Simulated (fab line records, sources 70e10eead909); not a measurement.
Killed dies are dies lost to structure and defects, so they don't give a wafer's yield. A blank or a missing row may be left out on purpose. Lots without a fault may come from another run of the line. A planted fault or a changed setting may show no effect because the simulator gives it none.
Which tool did it? | flow nand_harc | 15 lots, 45 wafers sampled, at 4 steps of a route of 1159

WHAT THE GAUGES READ, wafer by wafer
The record holds no reading of a measuring or inspecting step that can be judged against a usual standard deviation.

WHICH TOOL RAN EACH LOT (tool, then ch and the chambers of the sampled wafers, then the start)
lot  | NHARC_A_STAIRCASE_ETCH_17                     | NHARC_A_STAIRCASE_ETCH_23                     | NHARC_A_STAIRCASE_TRIM_26                     | NHARC_A_STAIRCASE_PEB_182
L803 | rie_diel-10 ch 0,1,2, day 11 13:36 or earlier | rie_diel-01 ch 0,2,3, day 11 13:36 or earlier | rie_diel-01 ch 0,1,3, day 11 13:36 or earlier | litho_track-02 ch 0, day 11 13:36
L807 | rie_diel-10 ch 0,2, day 11 20:53 or earlier   | rie_diel-12 ch 0,2,3, day 11 20:53 or earlier | rie_diel-12 ch 2,3, day 11 20:53 or earlier   | litho_track-03 ch 0, day 11 20:53
L805 | rie_diel-12 ch 1,2, day 11 21:50 or earlier   | rie_diel-01 ch 0,2,3, day 11 21:50 or earlier | rie_diel-01 ch 0,1, day 11 21:50 or earlier   | litho_track-02 ch 0, day 11 21:50
L806 | rie_diel-12 ch 0,1, day 12 00:58 or earlier   | rie_diel-10 ch 0,1, day 12 00:58 or earlier   | rie_diel-10 ch 0,1, day 12 00:58 or earlier   | litho_track-03 ch 0, day 12 00:58
L808 | rie_diel-12 ch 0,1, day 12 01:16 or earlier   | rie_diel-10 ch 0,2, day 12 01:16 or earlier   | rie_diel-10 ch 0,1,2, day 12 01:16 or earlier | litho_track-02 ch 0, day 12 01:16
L809 | rie_diel-12 ch 0,1, day 12 14:22 or earlier   | rie_diel-10 ch 1,2,3, day 12 14:22 or earlier | rie_diel-10 ch 0,1,3, day 12 14:22 or earlier | litho_track-03 ch 0, day 12 14:22
L816 | rie_diel-10 ch 0,2, day 14 19:27 or earlier   | rie_diel-01 ch 1,2, day 14 19:27 or earlier   | rie_diel-01 ch 0,1,3, day 14 19:27 or earlier | litho_track-02, day 14 19:27
L817 | rie_diel-12 ch 1,2,3, day 14 19:45 or earlier | rie_diel-01 ch 0,1,3, day 14 19:45 or earlier | rie_diel-01 ch 0,1,3, day 14 19:45 or earlier | litho_track-02, day 14 19:45
L818 | rie_diel-10 ch 1,3, day 15 00:01 or earlier   | rie_diel-10 ch 1,2,3, day 15 00:01 or earlier | rie_diel-10 ch 1,3, day 15 00:01 or earlier   | litho_track-03, day 15 00:01
L821 | rie_diel-01 ch 0,2,3, day 15 05:28 or earlier | rie_diel-10 ch 0,1, day 15 05:28 or earlier   | rie_diel-10 ch 0,2, day 15 05:28 or earlier   | litho_track-05 ch 0, day 15 05:28
L820 | rie_diel-10 ch 0,1,3, day 15 05:18 or earlier | rie_diel-10 ch 0,1,2, day 15 05:18 or earlier | rie_diel-10 ch 0,1,3, day 15 05:18 or earlier | litho_track-05 ch 0, day 15 05:18
L823 | rie_diel-12 ch 0,1, day 15 21:14 or earlier   | rie_diel-12 ch 1,2, day 15 21:14 or earlier   | rie_diel-12 ch 0,1,2, day 15 21:14 or earlier | litho_track-05 ch 0, day 15 21:14
L822 | rie_diel-01 ch 1,2,3, day 15 22:01 or earlier | rie_diel-12 ch 0,1,3, day 15 22:01 or earlier | rie_diel-12 ch 0,1, day 15 22:01 or earlier   | litho_track-03 ch 0, day 15 22:01
L824 | rie_diel-01 ch 1,2,3, day 15 22:20 or earlier | rie_diel-01 ch 1,2,3, day 15 22:20 or earlier | rie_diel-01 ch 0,1,2, day 15 22:20 or earlier | litho_track-03 ch 0, day 15 22:20
L825 | rie_diel-01 ch 1,2,3, day 17 01:42 or earlier | rie_diel-10 ch 0,2, day 17 01:42 or earlier   | rie_diel-10 ch 0,1,2, day 17 01:42 or earlier | litho_track-03 ch 0, day 17 01:42
- NHARC_A_STAIRCASE_ETCH_17: etches the open film in C4F8/O2, target depth 100 nm, time 40.5 s.
- NHARC_A_STAIRCASE_ETCH_23: etches the open film in C4F8/O2, target depth 100 nm, time 40.5 s.
- NHARC_A_STAIRCASE_TRIM_26: chemistry O2, time 211.2 s.
- NHARC_A_STAIRCASE_PEB_182: peb time 130 s.

WHAT THE TOOLS THEMSELVES READ (means of the sampled wafers that have a number; where no wafer has one, the mark that the record gives instead)
NHARC_A_STAIRCASE_ETCH_17.
lot  | tool        | oes_product_au (a.u.) | rf_vpp_V (V)
L803 | rie_diel-10 | 0.950                 | 890
L807 | rie_diel-10 | 0.951                 | 892
L805 | rie_diel-12 | 0.936                 | 897
L806 | rie_diel-12 | 0.940                 | 903
L808 | rie_diel-12 | 0.953                 | 903
L809 | rie_diel-12 | 0.955                 | 904
L816 | rie_diel-10 | 0.944                 | 890
L817 | rie_diel-12 | 0.929                 | 897
L818 | rie_diel-10 | 0.934                 | 892
L821 | rie_diel-01 | 0.940                 | 895
L820 | rie_diel-10 | 0.944                 | 891
L823 | rie_diel-12 | 0.951                 | 902
L822 | rie_diel-01 | 0.947                 | 898
L824 | rie_diel-01 | 0.935                 | 897
L825 | rie_diel-01 | 0.940                 | 898

NHARC_A_STAIRCASE_ETCH_23.
lot  | tool        | oes_product_au (a.u.) | rf_vpp_V (V)
L803 | rie_diel-01 | 0.939                 | 895
L807 | rie_diel-12 | 0.943                 | 900
L805 | rie_diel-01 | 0.945                 | 895
L806 | rie_diel-10 | 0.937                 | 892
L808 | rie_diel-10 | 0.943                 | 893
L809 | rie_diel-10 | 0.952                 | 891
L816 | rie_diel-01 | 0.935                 | 897
L817 | rie_diel-01 | 0.933                 | 895
L818 | rie_diel-10 | 0.937                 | 889
L821 | rie_diel-10 | 0.947                 | 892
L820 | rie_diel-10 | 0.940                 | 891
L823 | rie_diel-12 | 0.942                 | 891
L822 | rie_diel-12 | 0.939                 | 903
L824 | rie_diel-01 | 0.938                 | 899
L825 | rie_diel-10 | 0.953                 | 891

NHARC_A_STAIRCASE_TRIM_26.
lot  | tool        | drypump_motor_current_A (A) | oes_product_au (a.u.) | rf_vpp_V (V) | showerhead_plenum_p_Torr (Torr) | throttle_valve_pct (%)
L803 | rie_diel-01 | 6.1                         | 1.000                 | 57.0         | 3.53                            | 17.035
L807 | rie_diel-12 | 5.2                         | 1.001                 | 58.0         | 3.63                            | 17.037
L805 | rie_diel-01 | 5.9                         | 1.003                 | 58.6         | 3.49                            | 17.028
L806 | rie_diel-10 | 5.7                         | 1.006                 | 57.7         | 3.41                            | 17.037
L808 | rie_diel-10 | 5.6                         | 1.002                 | 57.7         | 3.38                            | 17.029
L809 | rie_diel-10 | 5.5                         | 1.002                 | 57.4         | 3.42                            | 17.026
L816 | rie_diel-01 | 6.1                         | 1.000                 | 58.2         | 3.51                            | 17.041
L817 | rie_diel-01 | 6.1                         | 0.996                 | 58.7         | 3.51                            | 17.035
L818 | rie_diel-10 | 5.3                         | 0.997                 | 58.1         | 3.42                            | 17.026
L821 | rie_diel-10 | 5.5                         | 1.000                 | 57.1         | 3.40                            | 17.031
L820 | rie_diel-10 | 5.5                         | 0.995                 | 57.3         | 3.41                            | 17.031
L823 | rie_diel-12 | 5.2                         | 0.998                 | 57.7         | 3.58                            | 17.032
L822 | rie_diel-12 | 5.4                         | 1.003                 | 57.6         | 3.74                            | 17.037
L824 | rie_diel-01 | 6.2                         | 1.002                 | 57.1         | 3.45                            | 17.037
L825 | rie_diel-10 | 5.6                         | 1.002                 | 57.3         | 3.35                            | 17.033

NHARC_A_STAIRCASE_PEB_182.
lot  | tool           | chill_plate_temp_C (C) | exhaust_pa (Pa)
L803 | litho_track-02 | 23.02                  | 44.0
L807 | litho_track-03 | 22.78                  | 46.1
L805 | litho_track-02 | 22.88                  | 46.0
L806 | litho_track-03 | 23.02                  | 45.6
L808 | litho_track-02 | 22.96                  | 43.4
L809 | litho_track-03 | 23.09                  | 44.9
L816 | litho_track-02 | -                      | -
L817 | litho_track-02 | -                      | -
L818 | litho_track-03 | -                      | -
L821 | litho_track-05 | 23.00                  | 45.7
L820 | litho_track-05 | 23.01                  | 45.1
L823 | litho_track-05 | 23.08                  | 45.5
L822 | litho_track-03 | 23.18                  | 45.4
L824 | litho_track-03 | 22.96                  | 44.3
L825 | litho_track-03 | 22.95                  | 45.7

THE ANSWER, worked out from the rows above alone
Rule: what is usual is taken from the lots themselves. Put in order of their means at a reading, lots are off if they are a third of the lots or fewer, leave a main group of 4 or more, and stand apart from it by a gap of 3 or more times the standard deviation of the main group's means; of several such gaps the widest counts. A main group whose means are all the same, to the digits that the tables above print for the reading, isn't used. A lot without any number at a reading at which 4 lots or more have one is off too. The other lots that the step has rows for count as sound. The gauges are gone through in route order, then the tools' own readings, and for those a lot's mean is taken as printed above. The first step at which some lot is off is used, and at that step the reading that is off furthest; a lot without a number counts as furthest.
Off: L816, L817, L818, at NHARC_A_STAIRCASE_PEB_182 (chill_plate_temp_C). Without a number there: L816, L817, L818. The main group: mean 22.99 C, standard deviation 0.098.
A tool fits if, at that step or a process step before it, it ran every lot that is off, and no sound lot after the first of them. NHARC_A_STAIRCASE_ETCH_17 gives no start for some lots, so the hours and the order of its lots are those of NHARC_A_STAIRCASE_PEB_182. NHARC_A_STAIRCASE_ETCH_23 gives no start for some lots, so the hours and the order of its lots are those of NHARC_A_STAIRCASE_PEB_182. NHARC_A_STAIRCASE_TRIM_26 gives no start for some lots, so the hours and the order of its lots are those of NHARC_A_STAIRCASE_PEB_182. None of those tried fits.

WHAT THE SIMULATOR HAD PUT IN
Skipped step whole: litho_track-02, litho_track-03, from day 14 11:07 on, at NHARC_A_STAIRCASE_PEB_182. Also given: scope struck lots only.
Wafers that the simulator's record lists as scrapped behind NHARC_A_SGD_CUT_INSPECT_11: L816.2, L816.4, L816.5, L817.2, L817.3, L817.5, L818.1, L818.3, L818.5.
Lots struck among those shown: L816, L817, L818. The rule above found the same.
